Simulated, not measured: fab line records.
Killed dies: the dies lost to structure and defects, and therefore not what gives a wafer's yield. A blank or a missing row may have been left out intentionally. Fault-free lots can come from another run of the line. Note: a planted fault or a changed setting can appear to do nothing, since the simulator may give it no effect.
Chamber matching :: flow n5_finfet :: 4 sister chambers for N5_BEOL_M13_ETCH_38 on rie_diel-02
The step etches SiCN in CF4/N2, target depth 67.5 nm, time 71.9 s. 16 wafers are shown with their chamber, then 8 later ones without.

== WAFERS PAIRED WITH THEIR CHAMBERS ==
wafer: L074.2
chamber: 2
showerhead_plenum_p_Torr (Torr): 2.14
drypump_motor_current_A (A): 6.0
oes_product_au (a.u.): 0.84

wafer: L074.5
chamber: 1
showerhead_plenum_p_Torr (Torr): 2.10
drypump_motor_current_A (A): 5.6
oes_product_au (a.u.): 0.73

wafer: L074.6
chamber: 0
showerhead_plenum_p_Torr (Torr): 2.25
drypump_motor_current_A (A): 4.8
oes_product_au (a.u.): 0.94

wafer: L075.2
chamber: 1
showerhead_plenum_p_Torr (Torr): 2.10
drypump_motor_current_A (A): 5.6
oes_product_au (a.u.): 0.73

wafer: L075.3
chamber: 2
showerhead_plenum_p_Torr (Torr): 2.14
drypump_motor_current_A (A): 6.1
oes_product_au (a.u.): 0.82

wafer: L075.4
chamber: 3
showerhead_plenum_p_Torr (Torr): 2.10
drypump_motor_current_A (A): 5.9
oes_product_au (a.u.): 0.72

wafer: L076.1
chamber: 0
showerhead_plenum_p_Torr (Torr): 2.24
drypump_motor_current_A (A): 4.8
oes_product_au (a.u.): 0.92

wafer: L076.2
chamber: 3
showerhead_plenum_p_Torr (Torr): 2.10
drypump_motor_current_A (A): 5.9
oes_product_au (a.u.): 0.71

wafer: L076.4
chamber: 1
showerhead_plenum_p_Torr (Torr): 2.10
drypump_motor_current_A (A): 5.6
oes_product_au (a.u.): 0.72

wafer: L079.3
chamber: 2
showerhead_plenum_p_Torr (Torr): 2.14
drypump_motor_current_A (A): 6.1
oes_product_au (a.u.): 0.82

wafer: L079.5
chamber: 3
showerhead_plenum_p_Torr (Torr): 2.10
drypump_motor_current_A (A): 5.9
oes_product_au (a.u.): 0.71

wafer: L079.6
chamber: 2
showerhead_plenum_p_Torr (Torr): 2.14
drypump_motor_current_A (A): 6.1
oes_product_au (a.u.): 0.82

wafer: L083.1
chamber: 3
showerhead_plenum_p_Torr (Torr): 2.10
drypump_motor_current_A (A): 5.9
oes_product_au (a.u.): 0.70

wafer: L083.4
chamber: 0
showerhead_plenum_p_Torr (Torr): 2.24
drypump_motor_current_A (A): 4.8
oes_product_au (a.u.): 0.91

wafer: L083.6
chamber: 0
showerhead_plenum_p_Torr (Torr): 2.24
drypump_motor_current_A (A): 4.8
oes_product_au (a.u.): 0.91

wafer: L085.2
chamber: 3
showerhead_plenum_p_Torr (Torr): 2.10
drypump_motor_current_A (A): 5.9
oes_product_au (a.u.): 0.69

SIGNATURES (means of the wafers above)
reading: showerhead_plenum_p_Torr
chamber 0: 2.2425
chamber 1: 2.1000
chamber 2: 2.1400
chamber 3: 2.1000
scatter within a chamber: 0.0025

reading: drypump_motor_current_A
chamber 0: 4.800
chamber 1: 5.600
chamber 2: 6.075
chamber 3: 5.900
scatter within a chamber: 0.025

reading: oes_product_au
chamber 0: 0.9200
chamber 1: 0.7267
chamber 2: 0.8250
chamber 3: 0.7060
scatter within a chamber: 0.0111
Rule: a wafer's distance from a chamber is the root of the sum, over the readings, of the square of ((its reading less the chamber's mean) divided by the reading's scatter). If the next closest chamber is less than 2 further off than the closest, the wafer can't be placed; otherwise it belongs to the closest. The scatter: the root of (the sum of the squares of (reading less its chamber's mean) over the shown wafers, divided by (wafers less chambers)).

== WAFERS WITH NO CHAMBER GIVEN ==
wafer: L085.3
showerhead_plenum_p_Torr (Torr): 2.13
drypump_motor_current_A (A): 6.0
oes_product_au (a.u.): 0.80

wafer: L085.6
showerhead_plenum_p_Torr (Torr): 2.24
drypump_motor_current_A (A): 4.8
oes_product_au (a.u.): 0.89

wafer: L088.2
showerhead_plenum_p_Torr (Torr): 2.09
drypump_motor_current_A (A): 5.9
oes_product_au (a.u.): 0.69

wafer: L088.4
showerhead_plenum_p_Torr (Torr): 2.24
drypump_motor_current_A (A): 4.8
oes_product_au (a.u.): 0.88

wafer: L088.5
showerhead_plenum_p_Torr (Torr): 2.13
drypump_motor_current_A (A): 6.0
oes_product_au (a.u.): 0.80

wafer: L092.1
showerhead_plenum_p_Torr (Torr): 2.23
drypump_motor_current_A (A): 4.8
oes_product_au (a.u.): 0.87

wafer: L092.2
showerhead_plenum_p_Torr (Torr): 2.09
drypump_motor_current_A (A): 5.9
oes_product_au (a.u.): 0.68

wafer: L092.5
showerhead_plenum_p_Torr (Torr): 2.23
drypump_motor_current_A (A): 4.8
oes_product_au (a.u.): 0.87

== EACH ONE'S CHAMBER ==
wafer: L085.3
from the rows above: 2
in truth: 2

wafer: L085.6
from the rows above: 0
in truth: 0

wafer: L088.2
from the rows above: 3
in truth: 3

wafer: L088.4
from the rows above: 0
in truth: 0

wafer: L088.5
from the rows above: 2
in truth: 2

wafer: L092.1
from the rows above: 0
in truth: 0

wafer: L092.2
from the rows above: 3
in truth: 3

wafer: L092.5
from the rows above: 0
in truth: 0
Correctly placed: 8 of 8. Can't be placed from these rows: 0. Placed wrongly: 0.
